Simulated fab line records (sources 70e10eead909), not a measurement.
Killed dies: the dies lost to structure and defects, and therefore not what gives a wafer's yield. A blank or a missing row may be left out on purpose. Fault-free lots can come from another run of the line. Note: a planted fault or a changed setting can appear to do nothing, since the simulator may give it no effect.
Which tool did it? -- flow nand harc -- 33 wafers from 11 lots sampled at 5 of the route's 1302 steps

## WHAT EACH GAUGE READ, for each wafer
NHARC_END_SORT_01. Usual: killed at array 63, standard deviation 18; killed at other 1.1, standard deviation 1.3; killed at periphery 4.3, standard deviation 2.8; killed dies 68, standard deviation 18; killed open 3.3, standard deviation 2; killed short 2.4, standard deviation 1.6.
lot,measured,on,killed at array,killed at other,killed at periphery,killed dies,killed open,killed short,flag
L484,day 25 17:53,prober-01,81 69 76,0 0 1,7 8 5,88 77 82,3 4 4,0 3 0,
L493,day 31 16:52,prober-02,52 66 60,1 0 0,8 3 4,61 69 64,6 3 6,2 3 1,
L492,day 32 01:22,prober-01,72 83 73,1 1 1,6 11 1,79 95 75,2 2 4,1 2 5,
L496,day 33 00:08,prober-01,40 41 44,0 2 1,3 0 2,43 43 47,2 3 3,1 1 4,
L501,day 33 14:08,prober-02,44 43 49,1 1 0,5 2 4,50 46 53,2 1 4,0 5 3,
L502,day 33 16:25,prober-01,78 64 75,2 1 0,8 14 12,88 79 87,4 5 7,3 5 6,

## WHAT TOOL EACH LOT RAN ON (gives the tool, then ch and the chambers of the sampled wafers, and finally the start)
lot,NHARC_A_SLIT_ETCH_17,NHARC_A_WL_FILL_ETCHBACK_04,NHARC_A_WL_FILL_ETCHBACK_05,NHARC_A_WL_FILL_STRIP_29
L481,"har etch-01 ch 0,1, day 19 12:38","rie metal-01 ch 0,1, day 20 01:42","rie metal-01 ch 0,1, day 20 01:56","rie diel-06 ch 0,2,3, day 20 11:53"
L482,"har etch-01 ch 0,1, day 20 12:53","rie metal-01 ch 0,1, day 21 00:42","rie metal-01 ch 0, day 21 00:57","rie diel-12 ch 1,2,3, day 21 10:45"
L486,"har etch-02 ch 0,1, day 21 04:43","rie metal-03 ch 0,1, day 21 18:28","rie metal-03 ch 0,1, day 21 18:40","rie diel-12 ch 1,2, day 22 08:08"
L484,"har etch-01 ch 0,1, day 21 06:02","rie metal-01 ch 0,1, day 21 18:19","rie metal-01 ch 0,1, day 21 18:31","rie diel-12 ch 0,1,3, day 22 06:58"
L493,"har etch-01 ch 0, day 24 06:10","rie metal-03 ch 0,1, day 24 19:22","rie metal-03 ch 0,1, day 24 19:35","rie diel-12 ch 0,1,2, day 25 08:30"
L492,"har etch-01 ch 0,1, day 24 19:14","rie metal-03 ch 0,1, day 25 07:04","rie metal-03 ch 0,1, day 25 07:17","rie diel-02 ch 1,2, day 25 17:01"
L498,"har etch-01 ch 0,1, day 26 05:02","rie metal-02 ch 0,1, day 26 17:10","rie metal-02 ch 0,1, day 26 17:25","rie diel-02 ch 1,2,3, day 27 03:53"
L496,"har etch-02 ch 0,1, day 26 08:22","rie metal-01 ch 0,1, day 26 20:59","rie metal-01 ch 0,1, day 26 21:14","rie diel-12 ch 0,1,3, day 27 08:41"
L501,"har etch-02 ch 0,1, day 28 03:40","rie metal-02 ch 0,1, day 28 14:46","rie metal-02 ch 0,1, day 28 15:01","rie diel-02 ch 0,1,3, day 29 00:45"
L502,"har etch-01 ch 0, day 28 05:26","rie metal-03 ch 0,1, day 28 18:22","rie metal-03 ch 1, day 28 18:42","rie diel-06 ch 0,2,3, day 29 06:26"
L504,"har etch-01 ch 0,1, day 30 04:49","rie metal-03 ch 0,1, day 30 17:57","rie metal-03 ch 0,1, day 30 18:20","rie diel-06 ch 0,1,3, day 31 04:14"
- NHARC_A_SLIT_ETCH_17: etches the open film in C4F8/O2/Ar, time 4254.5 s, target depth 20300 nm.
- NHARC_A_WL_FILL_ETCHBACK_04: etches the open film in NF3, target depth 60 nm, time 120 s.
- NHARC_A_WL_FILL_ETCHBACK_05: etches the open film in Cl2/BCl3, target depth 22 nm, time 60 s.
- NHARC_A_WL_FILL_STRIP_29: strips in O2, time 20 s.

## WHAT THE TOOLS THEMSELVES READ (means of the sampled wafers that have a number; where no wafer has one, the mark that the record gives instead)
NHARC_A_SLIT_ETCH_17. Usual: chamber pressure mTorr 20.000 mTorr, standard deviation 0.017; drypump motor current A 5.5 A, standard deviation 0.43; showerhead plenum p Torr 3.72 Torr, standard deviation 0.15; throttle valve pct 32.045 %, standard deviation 0.0088.
lot,tool,chamber pressure mTorr (mTorr),drypump motor current A (A),showerhead plenum p Torr (Torr),throttle valve pct (%),flag
L481,har etch-01,19.998,5.5,3.61,32.049,
L482,har etch-01,19.993,5.5,3.61,32.045,
L486,har etch-02,20.013,5.7,3.91,32.050,
L484,har etch-01,19.999,5.5,3.60,32.041,
L493,har etch-01,20.004,5.6,3.56,32.041,
L492,har etch-01,19.986,5.5,3.57,32.043,
L498,har etch-01,19.994,5.5,3.56,32.043,
L496,har etch-02,20.010,5.3,3.87,32.053,
L501,har etch-02,20.008,5.3,3.86,32.047,
L502,har etch-01,20.001,5.6,3.53,32.046,
L504,har etch-01,19.997,5.4,3.56,32.047,

NHARC_A_WL_FILL_ETCHBACK_04. Usual: chamber pressure mTorr 299.98 mTorr, standard deviation 0.26; drypump motor current A 5.4 A, standard deviation 0.52; oes product au 0.998 a.u., standard deviation 0.0095; run length s 141.3 s, standard deviation 0.5.
lot,tool,chamber pressure mTorr (mTorr),drypump motor current A (A),oes product au (a.u.),run length s (s),flag
L481,rie metal-01,299.72,5.0,1.007,141.1,
L482,rie metal-01,300.04,5.0,1.003,141.2,
L486,rie metal-03,300.46,5.8,1.012,140.7,
L484,rie metal-01,299.94,5.0,1.004,141.5,
L493,rie metal-03,299.90,5.8,1.003,124.3,OFF
L492,rie metal-03,300.07,5.7,0.994,124.3,OFF
L498,rie metal-02,299.96,5.7,0.989,141.7,
L496,rie metal-01,300.31,5.0,1.009,141.4,
L501,rie metal-02,300.04,5.7,0.998,141.9,
L502,rie metal-03,300.05,5.9,0.996,140.8,
L504,rie metal-03,300.06,5.7,1.002,140.9,

NHARC_A_WL_FILL_ETCHBACK_05. Usual: chamber pressure mTorr 10.001 mTorr, standard deviation 0.0095; drypump motor current A 5.4 A, standard deviation 0.52; oes product au 1.000 a.u., standard deviation 0.0096; run length s 81.3 s, standard deviation 0.49.
lot,tool,chamber pressure mTorr (mTorr),drypump motor current A (A),oes product au (a.u.),run length s (s),flag
L481,rie metal-01,9.995,5.0,1.001,81.4,
L482,rie metal-01,10.002,5.0,1.009,80.9,
L486,rie metal-03,10.007,5.7,1.006,81.0,
L484,rie metal-01,10.003,5.0,0.998,81.2,
L493,rie metal-03,9.991,5.7,1.008,80.7,
L492,rie metal-03,10.004,5.7,0.994,80.9,
L498,rie metal-02,10.010,5.2,0.995,82.1,
L496,rie metal-01,9.999,5.0,1.012,81.2,
L501,rie metal-02,9.995,5.3,0.998,81.7,
L502,rie metal-03,9.994,5.5,0.993,81.1,
L504,rie metal-03,10.000,5.7,1.011,80.9,

NHARC_A_WL_FILL_STRIP_29. Usual: chamber pressure mTorr 60.00 mTorr, standard deviation 0.06; drypump motor current A 5.6 A, standard deviation 0.48; oes product au 0.999 a.u., standard deviation 0.0078; rf vpp V 57.9 V, standard deviation 0.91; showerhead plenum p Torr 3.57 Torr, standard deviation 0.17; throttle valve pct 17.036 %, standard deviation 0.0092.
lot,tool,chamber pressure mTorr (mTorr),drypump motor current A (A),oes product au (a.u.),rf vpp V (V),showerhead plenum p Torr (Torr),throttle valve pct (%),flag
L481,rie diel-06,60.02,5.9,0.990,57.5,3.59,17.043,
L482,rie diel-12,60.02,6.0,1.000,57.8,3.54,17.034,
L486,rie diel-12,60.04,6.1,1.002,58.4,3.61,17.033,
L484,rie diel-12,59.97,6.1,0.997,58.3,3.60,17.036,
L493,rie diel-12,59.96,6.1,0.994,58.3,3.67,17.040,
L492,rie diel-02,59.99,5.4,1.002,57.2,3.48,17.035,
L498,rie diel-02,60.01,5.3,1.008,57.0,3.61,17.041,
L496,rie diel-12,60.01,6.0,1.001,57.4,3.60,17.033,
L501,rie diel-02,60.01,5.3,1.002,57.9,3.45,17.037,
L502,rie diel-06,60.00,5.8,0.997,58.8,3.58,17.032,
L504,rie diel-06,60.01,5.9,1.002,57.9,3.62,17.028,

## THE ANSWER, worked out from the rows above alone
Rule: take the mean of a lot's wafers that have a number; if it is more than 3 standard deviations from the usual mean, the lot is off. A lot without any number at a reading at which 4 lots or more have one is off too. Any other lot the step has rows for is counted as sound. After the gauges, taken in route order, come the tools' own readings; for these a lot's mean is taken, as printed above. At the first step where some lot is off, the reading lying furthest off is the one used; lots without a number count as furthest.
Off: L493, L492 (NHARC_A_WL_FILL_ETCHBACK_04, run length s).
A tool fits if, at that step or a process step before it, it ran every lot that is off, and no sound lot after the first of them. Of those tried, none fits.

## WHAT HAD BEEN PUT IN BY THE SIMULATOR
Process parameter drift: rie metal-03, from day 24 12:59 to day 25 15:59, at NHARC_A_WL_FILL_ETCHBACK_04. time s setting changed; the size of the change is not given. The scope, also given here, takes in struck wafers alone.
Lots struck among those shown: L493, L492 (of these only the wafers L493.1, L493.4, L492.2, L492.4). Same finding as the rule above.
